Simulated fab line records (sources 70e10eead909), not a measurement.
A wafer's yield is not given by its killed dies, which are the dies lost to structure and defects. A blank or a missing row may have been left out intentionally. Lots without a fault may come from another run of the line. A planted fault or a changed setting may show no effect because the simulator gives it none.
Chamber matching    flow nand harc    NHARC_A_STAIRCASE_DESCUM_291 on rie diel-02 has 4 sister chambers
The step chemistry O2, time 3 s. 4 wafers are shown with their chamber, then 9 later ones without.

EACH WAFER AND ITS CHAMBER
wafer   chamber  showerhead plenum p Torr (Torr)
L134.6  0        1.87
L132.1  2        1.82
L132.4  1        1.94
L132.5  3        1.95

WAFERS WITHOUT THEIR CHAMBER
wafer   showerhead plenum p Torr (Torr)
L139.3  1.93
L139.4  1.95
L139.5  1.81
L143.3  1.87
L143.4  1.93
L143.6  1.93
L142.1  1.81
L142.2  1.87
L142.6  1.87

WHICH CHAMBER EACH ONE RAN IN
wafer   from the rows above      in truth
L139.3  can't be placed: 1 or 3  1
L139.4  can't be placed: 3 or 1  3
L139.5  2                        2
L143.3  0                        0
L143.4  can't be placed: 1 or 3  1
L143.6  can't be placed: 1 or 3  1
L142.1  2                        2
L142.2  0                        0
L142.6  0                        0
Correct placement for 5 of the 9. These rows do not allow placing 4 (true chamber among the candidates in 4). Number placed wrongly: 0.
How it was worked out, from the rows above alone: a wafer's distance from a chamber is the root of the sum, over the readings, of the square of ((its reading less the chamber's mean) divided by the reading's scatter). The wafer belongs to the nearest chamber; if the next one is less than 2 further off, it can't be placed. The mean given for a chamber averages the wafers shown for that chamber. The scatter: with one shown wafer a chamber, the root of the mean of the squares of how far each hidden wafer lies from its nearest shown one.
